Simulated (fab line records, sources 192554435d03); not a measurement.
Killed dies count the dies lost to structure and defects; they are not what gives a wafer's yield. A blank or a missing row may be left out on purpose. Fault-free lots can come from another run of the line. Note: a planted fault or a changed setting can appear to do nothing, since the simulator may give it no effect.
2 desks, one fault ; flow n5-finfet ; numbers are kept per desk, each desk with only its own; the story behind them comes last

THE METROLOGY DESK
Means of the sampled wafers that have a number, per lot and without regard to the tool the lot ran on: this is what the gauges read. The brackets show how far a lot's mean lies from the usual mean; more than 4 standard deviations puts the lot out of limits, marked OUT. Readings shown: 7 of its 11, picked as those furthest out on some lot.
Columns: A = DIBL_N at N5_BEOL_M4_RC_MEAS_101, usual 36.9 mV/V; B = DIBL_P at N5_BEOL_M4_RC_MEAS_101, usual 36.7 mV/V; C = IOFF_P at N5_BEOL_M4_RC_MEAS_101, usual 0.22 nA/um; D = ION_N at N5_BEOL_M4_RC_MEAS_101, usual 674 uA/um; E = ION_P at N5_BEOL_M4_RC_MEAS_101, usual 461 uA/um; F = SS_P at N5_BEOL_M4_RC_MEAS_101, usual 73.4 mV/dec; G = VT_P at N5_BEOL_M4_RC_MEAS_101, usual -250 mV
lot;first seen here;A;B;C;D;E;F;G
L777;day 2 03:19;35.9;35.7;0.19;666;456;73.0;-252
L781;day 3 03:16;38.3;39.8;0.23;679;461;74.2;-250
L782;day 3 09:30;37.0;38.7;0.24;676;465;73.4;-248
L783;day 3 15:28;37.7;39.4;0.23;684;459;74.2;-252
L786;day 4 11:25;34.9;35.1;0.21;664;460;72.4;-250
L787;day 4 20:52;39.1;37.7;0.24;685;464;74.1;-250
L790;day 5 13:22;35.3;35.0;0.16;672;454;73.1;-256
L791;day 5 15:52;38.2;39.0;0.27;691;468;74.4;-248
L794;day 6 08:52;36.8;36.4;0.22;665;462;73.2;-250
L799;day 7 14:24;37.1;38.0;0.27;679;471;73.9;-246
This desk's finding: nothing out of limits on any of the 10 lots.

THE TOOL OWNER'S DESK: vapor-etch-01
The tool's own readings at N5_FIN_CUT_PRECLEAN_35 (cleans in vHF, time 13.3 s): means of the sampled wafers that have a number, for each lot that ran on this tool. The brackets show how far a lot's mean lies from the usual mean; more than 4 standard deviations puts the lot out of limits, marked OUT.
Columns: A = drypump-motor-current-A at N5_FIN_CUT_PRECLEAN_35, usual 5.8 A
lot;first seen here;A
L777;day 2 03:59;6.1
L781;day 3 03:56;6.1
L783;day 3 16:08;6.1
L786;day 4 12:17;6.1
L787;day 4 21:32;5.9
L790;day 5 14:02;6.0
L791;day 5 16:32;6.4
L794;day 6 09:32;6.4
This desk's finding: nothing out of limits on any of the 8 lots.

PUT TOGETHER
At the metrology desk, nothing out of limits was observed.
The desk of the tool owner found nothing out of limits.

WHAT THE SIMULATOR HAD INSERTED
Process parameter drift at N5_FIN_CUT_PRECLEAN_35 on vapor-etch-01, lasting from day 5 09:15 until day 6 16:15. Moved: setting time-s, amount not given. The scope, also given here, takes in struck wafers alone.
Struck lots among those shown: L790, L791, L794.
